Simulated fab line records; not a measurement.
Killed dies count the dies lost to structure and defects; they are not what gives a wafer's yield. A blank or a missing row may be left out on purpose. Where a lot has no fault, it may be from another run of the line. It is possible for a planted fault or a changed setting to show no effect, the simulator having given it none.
fab line records -- flow nandHarc
record lots=12, wafers=36, lastDay=34
route steps=1302 shown A_CHANNEL_HOLE_D2@584 A_CHANNEL_FILL_D2@610
lots untouched by any fault: they come from a run of this same line in which no faults occurred
startH: the number of hours between the record's first day and the start of the first shown wafer of the lot -- waitH: how many hours have passed since the lot's step before this one -- " as in the row above -- L1.1+2: several wafers, shown together as one row -- - either no value or no given start -- * or withheld: withheld -- < > ~ a bound
route shown NAME@n: names a module that has steps shown in the file, with the first one's number in the route -- usual: mean/standard deviation of fault-free wafers -- same: alike in all rows -- chamber/n: place in a boat -- sites: each site's reading -- _std_site: how widely they spread, as a standard deviation -- _edge_site: inner sites' mean taken away from outer sites' mean -- radiusMm: for every site, how far away it sits from the centre of the wafer -- mask NAME#n: copy n -- behind: the last tool/chamber to shape the wafer -- hold: what put the lot on hold/how long, in hours/how the hold closed -- device: which transistor (n, p or np) failed to switch -- end of line: tests of these same wafers at the route's end -- where a step has no rows: the recipe by itself -- killed: dies that structure and defects cost at the first sort, which is not the same as the wafer's yield -- map: a wafer's dies, marking killed ones x, the rest . and places with no die _
set.NAME: setting as actually run; set.NAME@STEP: the setting as run at that earlier step -- model.NAME: the simulator's own value behind a step, which no gauge read
route steps across a sampled set of lots; one table per step, one row per wafer
services: the hour from which a tool's chamber was out of use, counted from the record's first day as startH (under 0 if before that day), plus the number of hours and why
## steps
# step NHARC_A_CHANNEL_HOLE_D2_INSPECT_12
# usual rawDefectCount=33/21
lot.wafer,tool,chamber,startH,waitH,rawDefectCount
L917.1,defectInspect-01,-,308.11,0.0,41
L917.4,defectInspect-01,-,308.11,0.0,48
L917.6,defectInspect-01,-,308.11,0.0,49
L923.4,defectInspect-02,-,355.10,0.0,46
L923.5,defectInspect-02,-,355.10,0.0,45
L923.6,defectInspect-02,-,355.10,0.0,49
L925.1,defectInspect-02,-,380.62,0.0,44
L925.2,defectInspect-02,-,380.62,0.0,69
L925.4,defectInspect-02,-,380.62,0.0,47
L926.1,defectInspect-01,-,396.45,0.0,7
L926.2,defectInspect-01,-,396.45,0.0,6
L926.3,defectInspect-01,-,396.45,0.0,2
L929.1,defectInspect-01,-,404.52,0.0,58
L929.2,defectInspect-01,-,404.52,0.0,44
L929.5,defectInspect-01,-,404.52,0.0,59
L932.2,defectInspect-02,-,444.22,0.0,47
L932.4,defectInspect-02,-,444.22,0.0,56
L932.6,defectInspect-02,-,444.22,0.0,46
L931.1,defectInspect-02,-,444.37,0.0,53
L931.5,defectInspect-02,-,444.37,0.0,55
L931.6,defectInspect-02,-,444.37,0.0,52
L933.1,defectInspect-02,-,463.70,0.0,11
L933.4,defectInspect-02,-,463.70,0.0,21
L933.5,defectInspect-02,-,463.70,0.0,21
L934.1,defectInspect-02,-,474.97,0.0,16
L934.2,defectInspect-02,-,474.97,0.0,19
L934.3,defectInspect-02,-,474.97,0.0,22
L938.3,defectInspect-02,-,514.31,0.0,23
L938.4,defectInspect-02,-,514.31,0.0,25
L938.6,defectInspect-02,-,514.31,0.0,15
L940.2,defectInspect-02,-,514.69,0.0,26
L940.5,defectInspect-02,-,514.69,0.0,29
L940.6,defectInspect-02,-,514.69,0.0,25
L939.1,defectInspect-02,-,519.12,0.0,23
L939.2,defectInspect-02,-,519.12,0.0,31
L939.6,defectInspect-02,-,519.12,0.0,26
# step NHARC_A_CHANNEL_HOLE_D2_DESCUM_15
# recipe timeS=3, o2FlowSccm=200, arFlowSccm=0, biasPowerW=0, chemistry=O2
# usual drypumpMotorCurrentA=5.6/0.41, oesProductAu=1.005/0.011, rfVppV=57.8/0.84, showerheadPlenumPTorr=1.93/0.093, throttleValvePct=11.312/0.0087
lot.wafer,tool,chamber,startH,waitH,drypumpMotorCurrentA,oesProductAu,rfHoursCounterH,rfVppV,showerheadPlenumPTorr,throttleValvePct
L917.4,rieDiel-08,2,308.18,0.1,5.1,0.999,5.1,58.0,1.93,11.308
L917.1,rieDiel-08,3,308.18,0.1,5.5,0.990,5.0,58.1,2.06,11.316
L917.6,rieDiel-08,2,308.18,0.1,5.1,1.014,-,57.5,1.93,11.322
L923.4,rieDiel-12,3,355.16,0.1,6.5,0.998,5.6,58.6,2.02,11.311
L923.6,rieDiel-12,2,355.16,0.1,5.9,1.008,-,57.4,1.79,11.312
L923.5,rieDiel-12,3,355.16,0.1,6.5,0.995,-,58.6,2.02,11.312
L925.1,rieDiel-08,1,380.69,0.1,5.1,0.995,0.0,57.9,1.84,11.314
L925.4,rieDiel-08,2,380.69,0.1,5.1,0.993,0.0,57.9,1.93,11.314
L925.2,rieDiel-08,3,380.69,0.1,5.5,1.004,0.0,57.4,2.06,11.306
L926.3,rieDiel-08,1,396.51,0.1,5.1,0.984,0.7,57.3,1.84,11.304
L926.1,rieDiel-08,3,396.51,0.1,5.5,0.996,1.0,57.8,2.06,11.316
L926.2,rieDiel-08,0,396.51,0.1,5.7,1.020,0.9,57.5,1.83,11.324
L929.2,rieDiel-12,2,404.59,0.1,5.9,1.014,6.8,56.0,1.79,11.309
L929.1,rieDiel-12,3,404.59,0.1,6.4,0.989,8.0,58.7,2.02,11.294
L929.5,rieDiel-12,2,404.59,0.1,5.9,1.016,-,58.5,1.79,11.314
L932.4,rieDiel-12,0,444.29,0.1,5.9,1.010,9.6,58.6,2.03,11.330
L932.2,rieDiel-12,1,444.29,0.1,5.8,1.015,8.2,57.6,1.96,11.300
L932.6,rieDiel-12,3,444.29,0.1,6.5,1.005,-,57.2,2.02,11.304
L931.1,rieDiel-08,0,444.46,0.1,5.7,1.019,3.1,58.1,1.83,11.318
L931.6,rieDiel-08,1,444.46,0.1,5.1,0.989,-,56.4,1.84,11.308
L931.5,rieDiel-08,2,444.46,0.1,5.1,1.013,-,57.2,1.93,11.327
L933.4,rieDiel-06,2,463.76,0.1,5.5,0.998,7.5,56.6,1.78,11.315
L933.1,rieDiel-06,1,463.76,0.1,5.1,0.997,6.8,58.1,1.92,11.315
L933.5,rieDiel-06,3,463.76,0.1,5.7,1.013,-,58.8,2.01,11.310
L934.3,rieDiel-08,1,475.04,0.1,5.1,0.991,3.9,57.3,1.84,11.309
L934.2,rieDiel-08,2,475.04,0.1,5.1,0.996,4.0,57.0,1.93,11.327
L934.1,rieDiel-08,3,475.04,0.1,5.5,0.993,4.3,57.4,2.06,11.327
L938.3,rieDiel-06,0,514.37,0.1,5.5,0.990,1.3,58.7,1.95,11.311
L938.4,rieDiel-06,3,514.37,0.1,5.8,1.018,1.3,58.4,2.01,11.311
L938.6,rieDiel-06,0,514.37,0.1,5.5,1.002,-,57.8,1.95,11.314
L940.2,rieDiel-08,0,514.76,0.1,5.7,1.040,6.1,57.6,1.83,11.311
L940.6,rieDiel-08,3,514.76,0.1,5.5,1.012,-,57.8,2.05,11.324
L940.5,rieDiel-08,0,514.76,0.1,5.7,1.027,-,56.9,1.83,11.311
L939.1,rieDiel-12,3,519.18,0.1,6.5,0.994,4.4,59.6,2.02,11.317
L939.2,rieDiel-12,0,519.18,0.1,5.9,1.007,4.3,59.1,2.03,11.309
L939.6,rieDiel-12,0,519.18,0.1,5.9,1.007,-,58.5,2.03,11.316
# step NHARC_A_CHANNEL_FILL_D2_PRECLEAN_00
# recipe timeS=*, tempC=50, bathAgeMin=0, chemistry=SC1
# usual bathAgeMin=0/0, bathGuardTempC=50.0/0.44, sc1H2o2EndMolL=0.3699/0.00068, tempC=50.00/0.11
lot.wafer,tool,chamber,startH,waitH,bathAgeMin,bathGuardTempC,sc1H2o2EndMolL,tempC
L917.6,wetBench-02,7,315.61,0.0,0,50.7,0.3686,49.88
L917.1,wetBench-02,0,315.61,0.0,0,50.0,0.3711,50.11
L917.4,wetBench-02,4,315.61,0.0,0,49.9,0.3710,50.03
L923.6,wetBench-05,1,362.11,0.1,0,49.1,0.3706,50.08
L923.4,wetBench-05,2,362.11,0.1,0,49.7,0.3693,49.95
L923.5,wetBench-05,4,362.11,0.1,0,50.0,0.3708,49.82
L925.4,wetBench-07,3,387.61,0.0,-,-,-,-
L925.2,wetBench-07,5,387.61,0.0,-,-,-,-
L925.1,wetBench-07,6,387.61,0.0,-,-,-,-
L926.1,wetBench-07,4,403.71,0.1,-,-,-,-
L926.3,wetBench-07,6,403.71,0.1,-,-,-,-
L926.2,wetBench-07,7,403.71,0.1,-,-,-,-
L929.5,wetBench-07,3,415.06,0.0,0,49.5,0.3695,49.82
L929.2,wetBench-07,4,415.06,0.0,0,49.4,0.3696,49.92
L929.1,wetBench-07,0,415.06,0.0,0,50.0,0.3701,49.98
L932.6,wetBench-02,7,451.26,0.0,0,50.6,0.3696,49.89
L932.4,wetBench-02,3,451.26,0.0,0,49.8,0.3697,49.98
L932.2,wetBench-02,4,451.26,0.0,0,50.0,0.3708,50.17
L931.6,wetBench-07,2,451.69,0.0,0,50.6,0.3684,49.88
L931.1,wetBench-07,5,451.69,0.0,0,49.3,0.3697,50.08
L931.5,wetBench-07,6,451.69,0.0,0,50.4,0.3702,49.97
L933.1,wetBench-05,1,470.71,0.1,0,49.0,0.3704,50.01
L933.4,wetBench-05,4,470.71,0.1,0,50.2,0.3695,49.97
L933.5,wetBench-05,6,470.71,0.1,0,49.8,0.3693,49.78
L934.1,wetBench-05,4,484.43,0.1,0,50.0,0.3704,50.10
L934.3,wetBench-05,6,484.43,0.1,0,50.2,0.3688,49.93
L934.2,wetBench-05,7,484.43,0.1,0,49.5,0.3690,49.90
L938.6,wetBench-02,4,521.33,0.1,0,50.0,0.3694,50.07
L938.3,wetBench-02,5,521.33,0.1,0,50.3,0.3704,49.96
L938.4,wetBench-02,0,521.33,0.1,0,50.0,0.3684,49.98
L940.5,wetBench-02,5,522.72,0.1,0,50.3,0.3702,50.13
L940.2,wetBench-02,6,522.72,0.1,0,49.6,0.3686,50.14
L940.6,wetBench-02,0,522.72,0.1,0,49.8,0.3698,49.98
L939.2,wetBench-02,5,526.95,0.1,0,50.5,0.3715,50.00
L939.1,wetBench-02,7,526.95,0.1,0,50.4,0.3702,50.08
L939.6,wetBench-02,0,526.95,0.1,0,50.1,0.3698,50.21
# step NHARC_A_CHANNEL_FILL_D2_ETCHBACK_19
# recipe targetDepthA=50, timeS=1.7, hbrFlowSccm=150, cl2FlowSccm=50, rfW=400, icpW=400, biasW=100, chemistry=HBr/Cl2
# usual drypumpMotorCurrentA=5.7/0.47, oesProductAu=0.999/0.011, throttleValvePct=26.407/0.0096
lot.wafer,tool,chamber,startH,waitH,drypumpMotorCurrentA,oesProductAu,rfHoursCounterH,throttleValvePct
L917.1,rieSi-05,3,338.96,0.4,5.8,1.012,0.12,26.407
L917.4,rieSi-05,0,338.96,0.4,5.1,0.989,0.16,26.407
L917.6,rieSi-05,3,338.96,0.4,5.8,1.016,-,26.404
L923.4,rieSi-02,3,387.12,0.4,5.7,1.001,0.65,26.413
L923.6,rieSi-02,2,387.12,0.4,5.3,1.009,-,26.406
L923.5,rieSi-02,3,387.12,0.4,5.7,0.993,-,26.418
L925.2,rieSi-05,1,415.79,0.4,6.2,1.006,0.54,26.395
L925.1,rieSi-05,2,415.79,0.4,5.1,0.983,0.54,26.417
L925.4,rieSi-05,0,415.79,0.4,5.0,0.997,0.64,26.392
L926.3,rieSi-02,0,428.66,0.4,6.7,1.015,0.81,26.383
L926.1,rieSi-02,1,428.66,0.4,5.3,0.991,0.80,26.387
L926.2,rieSi-02,3,428.66,0.4,5.7,0.997,0.85,26.393
L929.1,rieSi-04,3,439.76,0.4,5.6,0.982,0.46,26.389
L929.2,rieSi-04,1,439.76,0.4,6.2,0.985,0.54,26.410
L929.5,rieSi-04,3,439.76,0.4,5.6,0.975,-,26.404
L932.4,rieSi-02,2,477.02,0.4,5.3,1.010,0.04,26.409
L932.2,rieSi-02,1,477.02,0.4,5.3,0.987,0.08,26.412
L932.6,rieSi-02,3,477.02,0.4,5.7,1.007,-,26.388
L931.1,rieSi-05,1,477.03,0.4,6.1,1.004,1.00,26.398
L931.6,rieSi-05,0,477.03,0.4,5.0,0.982,-,26.394
L931.5,rieSi-05,1,477.03,0.4,6.1,1.000,-,26.426
L933.1,rieSi-02,3,494.97,0.4,5.7,0.995,0.17,26.412
L933.4,rieSi-02,0,494.97,0.4,6.7,1.006,0.24,26.425
L933.5,rieSi-02,3,494.97,0.4,5.7,1.006,-,26.390
L934.1,rieSi-04,3,508.55,0.4,5.6,0.999,0.87,26.409
L934.3,rieSi-04,1,508.55,0.4,6.2,1.003,0.89,26.397
L934.2,rieSi-04,2,508.55,0.4,5.5,1.008,0.80,26.412
L938.4,rieSi-02,2,549.58,0.4,5.3,0.990,0.45,26.393
L938.3,rieSi-02,3,549.58,0.4,5.7,1.013,0.42,26.403
L938.6,rieSi-02,1,549.58,0.4,5.3,0.991,-,26.395
L940.2,rieSi-04,1,549.59,0.4,6.2,0.988,0.12,26.416
L940.6,rieSi-04,2,549.59,0.4,5.5,1.001,-,26.397
L940.5,rieSi-04,3,549.59,0.4,5.6,1.001,-,26.416
L939.1,rieSi-02,3,553.44,0.4,5.7,1.013,0.43,26.394
L939.2,rieSi-02,0,553.44,0.4,6.8,1.005,0.57,26.385
L939.6,rieSi-02,2,553.44,0.4,5.3,0.992,-,26.418
## services
tool,chamber,startH,hours,kind
rieSi-05,3,293.81,1.9,repair
rieSi-05,-,305.00,9.0,pm
wetBench-07,-,336.00,8.0,pm
rieSi-04,-,342.00,9.0,pm
rieDiel-08,0,342.49,1.4,repair
rieSi-02,0,349.11,1.9,repair
rieDiel-08,-,367.80,9.0,pm
rieDiel-12,0,383.72,7.1,repair
rieDiel-12,1,402.89,3.6,repair
rieDiel-08,-,405.18,0.2,repair
wetBench-02,-,420.00,8.0,pm
wetBench-05,-,436.80,8.0,pm
rieDiel-12,-,445.40,9.0,pm
rieSi-02,3,446.84,12.8,repair
wetBench-05,-,449.66,4.8,repair
rieSi-02,-,454.00,9.0,pm
rieSi-04,2,468.66,3.0,repair
rieSi-05,-,482.00,9.0,pm
rieSi-04,0,504.29,9.2,repair
rieDiel-12,-,504.33,0.7,repair
wetBench-07,-,511.38,4.8,repair
wetBench-07,-,516.18,8.0,pm
rieDiel-08,3,527.26,5.5,repair
rieDiel-08,-,544.80,9.0,pm
## key
firstSign step=NHARC_A_CHANNEL_FILL_D2_PRECLEAN_00, reading=toolRecord, direction=missing
effect none on later readings
metAt NHARC_A_CHANNEL_FILL_D2_PRECLEAN_00
struckLots L925,L926
testerLeftOut L925,L926
notActingAt NHARC_A_CHANNEL_HOLE_D2_INSPECT_12,NHARC_A_CHANNEL_HOLE_D2_DESCUM_15,NHARC_A_CHANNEL_FILL_D2_ETCHBACK_19
fault kind=skippedStepWhole, tool=wetBench-07, chamber=-, onsetH=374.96, steps=NHARC_A_CHANNEL_FILL_D2_PRECLEAN_00, scope=struckLotsOnly
# testerLeftOut: of these lots the tester's yield and bins aren't shown, on N5 and GAA mostly nor the transistor test; their killed dies are dies lost to structure and defects alone, not to doping, threshold or leakage, so they don't give the yield
